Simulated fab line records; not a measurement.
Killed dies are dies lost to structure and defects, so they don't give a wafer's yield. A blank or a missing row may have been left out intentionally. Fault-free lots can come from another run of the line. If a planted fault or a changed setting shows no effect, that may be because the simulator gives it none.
Which tool did it?	flow n5_finfet	24 wafers from 8 lots sampled at 5 of the route's 1938 steps

WHAT THE GAUGES READ, wafer by wafer
N5_MOL_CONTACT_COAG_INSPECT_42: inspects for defects (brightfield).
lot	measured	on	raw_defect_count
L587	day 5 20:43	defect_inspect-01	276 186 190
L588	day 6 00:23	defect_inspect-02	169 145 151
L589	day 6 06:23	defect_inspect-01	218 189 268
L595	day 7 20:02	defect_inspect-01	206 181 91
L598	day 8 12:33	defect_inspect-02	188 168 1466
L599	day 8 17:22	defect_inspect-01	291 178 221
L602	day 9 09:34	defect_inspect-02	155 247 257
L606	day 10 13:05	defect_inspect-01	145 176 137

TOOL THAT RAN EACH LOT (tool first, then ch and the chambers of the sampled wafers, then the start)
lot	N5_MOL_CONTACT_COAG_ETCH_89	N5_MOL_CONTACT_COAG_ETCH_90	N5_MOL_CONTACT_COAG_ETCHBACK_135	N5_MOL_CONTACT_COAG_PRECLEAN_144
L587	rie_diel-01 ch 1,2, day 5 19:26	rie_diel-01 ch 1,2, day 5 19:28	rie_diel-06 ch 2,3, day 5 19:57	wet_bench-03 ch 3,6,7, day 5 20:16
L588	rie_diel-05 ch 0,1,2, day 5 21:46	rie_diel-05 ch 0,1,2, day 5 21:47	rie_diel-06 ch 0,2,3, day 5 23:35	wet_bench-03 ch 2,6,7, day 5 23:53
L589	rie_diel-05 ch 1,2,3, day 6 04:46	rie_diel-05 ch 1,2,3, day 6 04:47	rie_diel-06 ch 0,1,2, day 6 05:29	wet_bench-03 ch 0,1,7, day 6 05:47
L595	rie_diel-06 ch 0,2, day 7 18:17	rie_diel-06 ch 0,2, day 7 18:18	rie_diel-06 ch 0,3, day 7 18:57	wet_bench-02 ch 0,2,5, day 7 19:26
L598	rie_diel-01 ch 1,3, day 8 11:03	rie_diel-01 ch 1,3, day 8 11:04	rie_diel-05 ch 0,3, day 8 11:47	wet_bench-03 ch 1,5,6, day 8 12:05
L599	rie_diel-06 ch 0,2,3, day 8 15:38	rie_diel-06 ch 0,2,3, day 8 15:40	rie_diel-06 ch 0,1, day 8 16:36	wet_bench-02 ch 1,5,6, day 8 16:55
L602	rie_diel-06 ch 1,3, day 9 08:20	rie_diel-06 ch 1,3, day 9 08:22	rie_diel-06 ch 0,3, day 9 08:44	wet_bench-02 ch 0,1,7, day 9 09:06
L606	rie_diel-01 ch 0,3, day 10 11:46	rie_diel-01 ch 0,3, day 10 11:47	rie_diel-01 ch 1,2,3, day 10 12:18	wet_bench-02 ch 0,5,6, day 10 12:36
- N5_MOL_CONTACT_COAG_ETCH_89: etches underlayer in N2/H2, target depth 13 nm, time 10.4 s.
- N5_MOL_CONTACT_COAG_ETCH_90: etches SiARC in CF4, target depth 13 nm, time 21.7 s.
- N5_MOL_CONTACT_COAG_ETCHBACK_135: etches SiO2 in CHF3, target depth 25 nm, time 16.7 s.
- N5_MOL_CONTACT_COAG_PRECLEAN_144: cleans in alkaline clean, time 60 s.

THE ANSWER, worked out from the rows above alone
Rule: what is usual is taken from the lots themselves. Put in order of their means at a reading, lots are off if they are a third of the lots or fewer, leave a main group of 4 or more, and stand apart from it by a gap of 3 or more times the standard deviation of the main group's means; of several such gaps the widest counts. If all means in a main group match to the digits the tables above print for the reading, that group is not used. Also off: a lot with no number at a reading for which 4 or more lots have one. The other lots that the step has rows for count as sound.
Off: L598, at N5_MOL_CONTACT_COAG_INSPECT_42 (raw_defect_count). Main group: mean 194, sd 34.
If a tool, at a process step before that reading, ran all the lots that are off and no sound lot after the first of them, it fits. Those tools and the gauges at N5_MOL_CONTACT_COAG_INSPECT_42 are tried in the same way. 2 tools fit, rie_diel-05 at N5_MOL_CONTACT_COAG_ETCHBACK_135 and wet_bench-03 at N5_MOL_CONTACT_COAG_PRECLEAN_144, so this cannot tell which one it is.

WHAT THE SIMULATOR PUT IN
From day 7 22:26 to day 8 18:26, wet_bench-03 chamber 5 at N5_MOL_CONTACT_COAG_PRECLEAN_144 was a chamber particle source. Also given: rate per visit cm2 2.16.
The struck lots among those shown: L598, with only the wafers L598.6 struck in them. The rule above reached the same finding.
